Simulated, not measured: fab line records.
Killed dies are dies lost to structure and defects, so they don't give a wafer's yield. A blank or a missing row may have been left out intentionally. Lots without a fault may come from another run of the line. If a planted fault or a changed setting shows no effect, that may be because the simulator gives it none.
What tool caused it? | flow n5-finfet | 15 lots with 39 wafers sampled at 7 steps, on a route of 1938 steps

## WHAT THE GAUGES READ, wafer by wafer
N5_BEOL_M5_CD_MEAS_18: pitch 56 nm, target cd 28 nm.
lot  | measured     | on        | cd-nm (nm)
L690 | day 8 00:14  | cd-sem-02 | 28.1 27.9
L691 | day 8 03:32  | cd-sem-02 | 28.1 28.1 27.5
L692 | day 8 07:12  | cd-sem-03 | 27.5 27.6
L694 | day 9 12:50  | cd-sem-02 | - - -
L695 | day 9 13:26  | cd-sem-02 | - - -
L696 | day 9 16:44  | cd-sem-01 | - - -
L702 | day 11 05:19 | cd-sem-03 | 27.9 28.3 28.0
L705 | day 12 17:13 | cd-sem-02 | 27.5 28.1 28.3
L706 | day 12 17:23 | cd-sem-03 | 28.0 27.8 27.8
L709 | day 12 20:18 | cd-sem-01 | 27.7 27.8 28.1
L708 | day 12 20:20 | cd-sem-02 | 28.5 27.8
L710 | day 13 14:49 | cd-sem-02 | 27.6 27.7
L711 | day 13 16:43 | cd-sem-03 | 28.3 27.9
L712 | day 13 22:27 | cd-sem-02 | 27.3 27.7
L713 | day 14 01:47 | cd-sem-03 | 27.9 28.4 28.3

## WHICH TOOL RAN EACH LOT (tool, then ch and the chambers of the sampled wafers, then the start)
lot  | N5_BEOL_M4_SPUTTER_94        | N5_BEOL_M4_SPUTTER_96        | N5_BEOL_M5_ILD_DEP_00           | N5_BEOL_M5_ETCH_61                 | N5_BEOL_M5_ETCH_62                 | N5_BEOL_M5_HM_OPEN_17
L690 | pvd-sputter-01, day 7 19:28  | pvd-sputter-01, day 7 19:41  | pecvd-03 ch 1,2, day 7 21:51    | rie-diel-04 ch 0,2, day 7 23:51    | rie-diel-04 ch 0,2, day 7 23:53    | rie-metal-02 ch 0,1, day 8 00:03
L691 | pvd-sputter-01, day 7 22:34  | pvd-sputter-01, day 7 22:47  | pecvd-02 ch 1,2, day 8 00:50    | rie-diel-01 ch 1,3, day 8 03:10    | rie-diel-01 ch 1,3, day 8 03:11    | rie-metal-01 ch 1, day 8 03:22
L692 | pvd-sputter-01, day 8 02:54  | pvd-sputter-01, day 8 03:07  | pecvd-03 ch 1,2, day 8 05:11    | rie-diel-01 ch 1,3, day 8 06:41    | rie-diel-01 ch 1,3, day 8 06:43    | rie-metal-03 ch 0,1, day 8 06:53
L694 | pvd-sputter-02, day 9 06:50  | pvd-sputter-02, day 9 07:03  | pecvd-02 ch 0,2, day 9 09:08    | rie-diel-05 ch 1,3, day 9 12:25    | rie-diel-05 ch 1,3, day 9 12:27    | rie-metal-01 ch 0,1, day 9 12:37
L695 | pvd-sputter-01, day 9 09:20  | pvd-sputter-01, day 9 09:34  | pecvd-01 ch 0,1, day 9 11:41    | rie-diel-01 ch 0,2,3, day 9 13:04  | rie-diel-01 ch 0,2,3, day 9 13:05  | rie-metal-01 ch 0,1, day 9 13:16
L696 | pvd-sputter-02, day 9 11:08  | pvd-sputter-02, day 9 11:21  | pecvd-02 ch 0,1,2, day 9 13:26  | rie-diel-05 ch 2,3, day 9 16:21    | rie-diel-05 ch 2,3, day 9 16:23    | rie-metal-01 ch 0,1, day 9 16:33
L702 | pvd-sputter-02, day 10 22:55 | pvd-sputter-02, day 10 23:08 | pecvd-03 ch 0,2, day 11 01:13   | rie-diel-05 ch 1,2,3, day 11 04:52 | rie-diel-05 ch 1,2,3, day 11 04:53 | rie-metal-01 ch 0, day 11 05:05
L705 | pvd-sputter-01, day 12 10:13 | pvd-sputter-01, day 12 10:26 | pecvd-03 ch 0,1,2, day 12 12:31 | rie-diel-04 ch 0,1, day 12 16:38   | rie-diel-04 ch 0,1, day 12 16:40   | rie-metal-01 ch 0,1, day 12 16:52
L706 | pvd-sputter-01, day 12 12:04 | pvd-sputter-01, day 12 12:17 | pecvd-02 ch 0,2, day 12 14:22   | rie-diel-05 ch 0,1,2, day 12 16:58 | rie-diel-05 ch 0,1,2, day 12 17:00 | rie-metal-01 ch 0,1, day 12 17:10
L709 | pvd-sputter-03, day 12 15:01 | pvd-sputter-03, day 12 15:14 | pecvd-02 ch 1,2, day 12 17:20   | rie-diel-01 ch 0,2,3, day 12 19:52 | rie-diel-01 ch 0,2,3, day 12 19:54 | rie-metal-01 ch 0,1, day 12 20:06
L708 | pvd-sputter-02, day 12 15:05 | pvd-sputter-02, day 12 15:19 | pecvd-02 ch 0,2, day 12 17:25   | rie-diel-05 ch 1,2, day 12 19:53   | rie-diel-05 ch 1,2, day 12 19:55   | rie-metal-02 ch 0,1, day 12 20:06
L710 | pvd-sputter-03, day 13 10:46 | pvd-sputter-03, day 13 10:59 | pecvd-02 ch 2, day 13 13:02     | rie-diel-04 ch 0,1, day 13 14:26   | rie-diel-04 ch 0,1, day 13 14:28   | rie-metal-03 ch 0,1, day 13 14:38
L711 | pvd-sputter-02, day 13 10:47 | pvd-sputter-02, day 13 11:01 | pecvd-01 ch 0,2, day 13 13:06   | rie-diel-01 ch 2, day 13 16:14     | rie-diel-01 ch 2, day 13 16:16     | rie-metal-03 ch 0, day 13 16:28
L712 | pvd-sputter-02, day 13 15:23 | pvd-sputter-02, day 13 15:36 | pecvd-02 ch 2, day 13 18:42     | rie-diel-05 ch 1,2, day 13 22:03   | rie-diel-05 ch 1,2, day 13 22:05   | rie-metal-03 ch 1, day 13 22:17
L713 | pvd-sputter-01, day 13 20:10 | pvd-sputter-01, day 13 20:23 | pecvd-02 ch 1,2, day 13 22:27   | rie-diel-04 ch 0,1,2, day 14 01:19 | rie-diel-04 ch 0,1,2, day 14 01:21 | rie-metal-02 ch 0, day 14 01:31
- N5_BEOL_M4_SPUTTER_94: material Cu, target thk 4.5 nm, time 8.29 s.
- N5_BEOL_M4_SPUTTER_96: material Cu, target thk 4.5 nm, time 8.29 s.
- N5_BEOL_M5_ILD_DEP_00: deposits SiCOH lowk from DEMS/porogen, target thk 140.64 nm, time 25.9 s.
- N5_BEOL_M5_ETCH_61: etches SiARC in CF4, target depth 15.6 nm, time 26 s.
- N5_BEOL_M5_ETCH_62: etches SOC in N2/H2, target depth 75 nm, overetch 15 nm, time 112.5 s.
- N5_BEOL_M5_HM_OPEN_17: chemistry Cl2/BCl3, target TiN, target depth 20 nm, overetch 6 nm.

## WHAT THE TOOLS THEMSELVES READ (means of the sampled wafers that have a number; where no wafer has one, the mark that the record gives instead)
N5_BEOL_M4_SPUTTER_94.
lot  | tool           | chamber-pressure-pa (Pa) | throttle-valve-pct (%)
L690 | pvd-sputter-01 | 0.07011                  | 30.9
L691 | pvd-sputter-01 | 0.07007                  | 30.8
L692 | pvd-sputter-01 | 0.07004                  | 30.7
L694 | pvd-sputter-02 | 0.06988                  | 29.7
L695 | pvd-sputter-01 | 0.06985                  | 30.8
L696 | pvd-sputter-02 | 0.07004                  | 29.5
L702 | pvd-sputter-02 | 0.07014                  | 29.6
L705 | pvd-sputter-01 | 0.06990                  | 30.8
L706 | pvd-sputter-01 | 0.06998                  | 30.4
L709 | pvd-sputter-03 | 0.07007                  | 30.6
L708 | pvd-sputter-02 | 0.07014                  | 29.4
L710 | pvd-sputter-03 | 0.07015                  | 29.8
L711 | pvd-sputter-02 | 0.07002                  | 29.7
L712 | pvd-sputter-02 | 0.07010                  | 29.1
L713 | pvd-sputter-01 | 0.06993                  | 31.1

N5_BEOL_M4_SPUTTER_96.
lot  | tool           | chamber-pressure-pa (Pa) | throttle-valve-pct (%)
L690 | pvd-sputter-01 | 0.07                     | 30.9
L691 | pvd-sputter-01 | 0.07                     | 30.9
L692 | pvd-sputter-01 | 0.07                     | 30.9
L694 | pvd-sputter-02 | 0.07                     | 29.6
L695 | pvd-sputter-01 | 0.07                     | 30.8
L696 | pvd-sputter-02 | 0.07                     | 29.5
L702 | pvd-sputter-02 | 0.07                     | 29.5
L705 | pvd-sputter-01 | 0.07                     | 30.8
L706 | pvd-sputter-01 | 0.07                     | 30.4
L709 | pvd-sputter-03 | 0.07                     | 30.7
L708 | pvd-sputter-02 | 0.07                     | 29.1
L710 | pvd-sputter-03 | 0.07                     | 29.7
L711 | pvd-sputter-02 | 0.07                     | 29.8
L712 | pvd-sputter-02 | 0.07                     | 29.2
L713 | pvd-sputter-01 | 0.07                     | 31.2

N5_BEOL_M5_ILD_DEP_00.
lot  | tool     | heater-power-w (W) | showerhead-plenum-p-Torr (Torr) | throttle-valve-pct (%)
L690 | pecvd-03 | 310                | 5.749                           | 13.6
L691 | pecvd-02 | 276                | 5.747                           | 13.9
L692 | pecvd-03 | 329                | 5.759                           | 13.8
L694 | pecvd-02 | 278                | 5.733                           | 14.2
L695 | pecvd-01 | 290                | 5.742                           | 13.7
L696 | pecvd-02 | 271                | 5.742                           | 14.3
L702 | pecvd-03 | 305                | 5.742                           | 14.1
L705 | pecvd-03 | 325                | 5.750                           | 13.8
L706 | pecvd-02 | 290                | 5.751                           | 14.2
L709 | pecvd-02 | 283                | 5.754                           | 14.1
L708 | pecvd-02 | 274                | 5.735                           | 14.1
L710 | pecvd-02 | 299                | 5.752                           | 14.0
L711 | pecvd-01 | 336                | 5.744                           | 12.9
L712 | pecvd-02 | 304                | 5.755                           | 13.9
L713 | pecvd-02 | 255                | 5.749                           | 14.3

N5_BEOL_M5_ETCH_61.
lot  | tool        | bias-w (W) | cf4-flow-sccm (sccm) | drypump-motor-current-A (A) | etch-rf-on-time-s (s) | oes-product-au (a.u.) | rf-vpp-V (V) | showerhead-plenum-p-Torr (Torr) | throttle-valve-pct (%)
L690 | rie-diel-04 | 36.00      | 99.96                | 6.5                         | 25.9                  | 0.62                  | 184.4        | 2.14                            | 15.89
L691 | rie-diel-01 | 35.96      | 100.03               | 5.4                         | 25.0                  | 0.74                  | 184.4        | 2.16                            | 15.31
L692 | rie-diel-01 | 35.95      | 100.00               | 5.3                         | 24.7                  | 0.74                  | 184.6        | 2.17                            | 15.39
L694 | rie-diel-05 | -          | -                    | -                           | -                     | -                     | -            | -                               | -
L695 | rie-diel-01 | -          | -                    | -                           | -                     | -                     | -            | -                               | -
L696 | rie-diel-05 | -          | -                    | -                           | -                     | -                     | -            | -                               | -
L702 | rie-diel-05 | 36.01      | 100.03               | 5.8                         | 26.1                  | 0.64                  | 183.9        | 2.11                            | 15.80
L705 | rie-diel-04 | 35.98      | 100.07               | 6.2                         | 26.3                  | 0.75                  | 185.0        | 2.17                            | 15.45
L706 | rie-diel-05 | 36.00      | 99.60                | 5.6                         | 26.4                  | 0.62                  | 184.3        | 2.14                            | 15.62
L709 | rie-diel-01 | 35.97      | 99.95                | 5.7                         | 25.6                  | 0.71                  | 184.2        | 2.16                            | 15.57
L708 | rie-diel-05 | 36.05      | 100.27               | 5.5                         | 26.5                  | 0.60                  | 184.6        | 2.08                            | 15.71
L710 | rie-diel-04 | 36.06      | 99.97                | 6.0                         | 26.1                  | 0.72                  | 184.2        | 2.16                            | 15.51
L711 | rie-diel-01 | 36.06      | 99.72                | 5.3                         | 26.2                  | 0.73                  | 182.8        | 2.08                            | 15.50
L712 | rie-diel-05 | 35.95      | 99.73                | 5.5                         | 26.4                  | 0.60                  | 182.9        | 2.08                            | 15.72
L713 | rie-diel-04 | 36.07      | 99.94                | 6.2                         | 26.1                  | 0.68                  | 183.9        | 2.13                            | 15.69

N5_BEOL_M5_ETCH_62.
lot  | tool        | bias-w (W) | chamber-pressure-mTorr (mTorr) | drypump-motor-current-A (A) | oes-product-au (a.u.) | rf-vpp-V (V) | showerhead-plenum-p-Torr (Torr) | temp-c (C) | throttle-valve-pct (%)
L690 | rie-diel-04 | 150.1      | 29.995                         | 6.5                         | 0.57                  | 523.0        | 2.54                            | 40.14      | 18.12
L691 | rie-diel-01 | 149.8      | 29.980                         | 5.4                         | 0.67                  | 524.6        | 2.59                            | 40.04      | 17.60
L692 | rie-diel-01 | 150.2      | 30.009                         | 5.3                         | 0.67                  | 524.8        | 2.58                            | 40.12      | 17.68
L694 | rie-diel-05 | 150.4      | 30.005                         | 6.0                         | 0.28                  | 523.1        | 2.47                            | 40.04      | 18.08
L695 | rie-diel-01 | 149.9      | 30.039                         | 5.8                         | 0.33                  | 524.7        | 2.59                            | 40.04      | 17.76
L696 | rie-diel-05 | 149.9      | 30.023                         | 5.9                         | 0.30                  | 524.7        | 2.55                            | 40.03      | 17.98
L702 | rie-diel-05 | 149.9      | 30.014                         | 5.8                         | 0.60                  | 522.9        | 2.50                            | 40.00      | 18.04
L705 | rie-diel-04 | 149.9      | 30.015                         | 6.2                         | 0.70                  | 525.0        | 2.60                            | 40.01      | 17.84
L706 | rie-diel-05 | 150.0      | 30.016                         | 5.6                         | 0.59                  | 523.8        | 2.54                            | 39.99      | 17.86
L709 | rie-diel-01 | 149.7      | 30.014                         | 5.7                         | 0.65                  | 524.4        | 2.58                            | 40.07      | 17.85
L708 | rie-diel-05 | 149.6      | 29.957                         | 5.5                         | 0.57                  | 523.3        | 2.47                            | 40.11      | 17.98
L710 | rie-diel-04 | 150.0      | 30.021                         | 6.0                         | 0.66                  | 524.5        | 2.58                            | 39.92      | 17.91
L711 | rie-diel-01 | 149.8      | 29.981                         | 5.3                         | 0.69                  | 522.7        | 2.47                            | 39.99      | 17.74
L712 | rie-diel-05 | 149.7      | 30.032                         | 5.5                         | 0.56                  | 522.0        | 2.47                            | 39.90      | 18.00
L713 | rie-diel-04 | 150.1      | 29.990                         | 6.2                         | 0.63                  | 522.8        | 2.53                            | 40.09      | 18.01

N5_BEOL_M5_HM_OPEN_17.
lot  | tool         | bcl3-flow-sccm (sccm) | drypump-motor-current-A (A) | he-backside-leak-sccm (sccm) | oes-product-au (a.u.) | throttle-valve-pct (%)
L690 | rie-metal-02 | 21.71                 | 5.55                        | 3.23                         | 0.61                  | 22.09
L691 | rie-metal-01 | 21.70                 | 5.65                        | 3.41                         | 0.52                  | 22.64
L692 | rie-metal-03 | 21.80                 | 5.44                        | 3.52                         | 0.65                  | 22.14
L694 | rie-metal-01 | 21.75                 | 5.78                        | 3.42                         | 0.24                  | 23.15
L695 | rie-metal-01 | 21.79                 | 5.89                        | 3.40                         | 0.25                  | 23.01
L696 | rie-metal-01 | 21.73                 | 5.76                        | 3.70                         | 0.24                  | 23.15
L702 | rie-metal-01 | 21.74                 | 5.99                        | 3.38                         | 0.59                  | 22.21
L705 | rie-metal-01 | 21.76                 | 5.79                        | 3.28                         | 0.71                  | 22.26
L706 | rie-metal-01 | 21.81                 | 5.77                        | 3.28                         | 0.72                  | 22.24
L709 | rie-metal-01 | 21.72                 | 5.79                        | 3.17                         | 0.71                  | 22.25
L708 | rie-metal-02 | 21.80                 | 5.55                        | 3.21                         | 0.58                  | 22.12
L710 | rie-metal-03 | 21.86                 | 5.44                        | 3.46                         | 0.62                  | 22.19
L711 | rie-metal-03 | 21.72                 | 5.75                        | 3.80                         | 0.62                  | 22.14
L712 | rie-metal-03 | 21.70                 | 5.12                        | 3.62                         | 0.62                  | 22.21
L713 | rie-metal-02 | 21.80                 | 5.58                        | 3.23                         | 0.65                  | 22.19

## THE ANSWER, worked out from the rows above alone
Rule: what is usual is taken from the lots themselves. Put in order of their means at a reading, lots are off if they are a third of the lots or fewer, leave a main group of 4 or more, and stand apart from it by a gap of 3 or more times the standard deviation of the main group's means; of several such gaps the widest counts. Not used: any main group whose means are identical at the precision the tables above print for the reading. A lot without any number at a reading at which 4 lots or more have one is off too. All remaining lots with rows at the step are treated as sound. First the gauges in route order, then the tools' own readings, where a lot's mean is used as printed above. The first step at which some lot is off is used, and at that step the reading that is off furthest; a lot without a number counts as furthest.
Off at N5_BEOL_M5_CD_MEAS_18 (cd-nm): L694, L695, L696. Without a number there: L694, L695, L696. Main group: mean 27.9 nm, sd 0.22.
If a tool, at a process step before that reading, ran all the lots that are off and no sound lot after the first of them, it fits. The gauges at N5_BEOL_M5_CD_MEAS_18 aren't tried: what is off there is off at N5_BEOL_M5_ETCH_61 too, on other tools, and a gauge's error can't cause that. Not one of the candidates tried fits.

## WHAT THE SIMULATOR HAD PUT IN
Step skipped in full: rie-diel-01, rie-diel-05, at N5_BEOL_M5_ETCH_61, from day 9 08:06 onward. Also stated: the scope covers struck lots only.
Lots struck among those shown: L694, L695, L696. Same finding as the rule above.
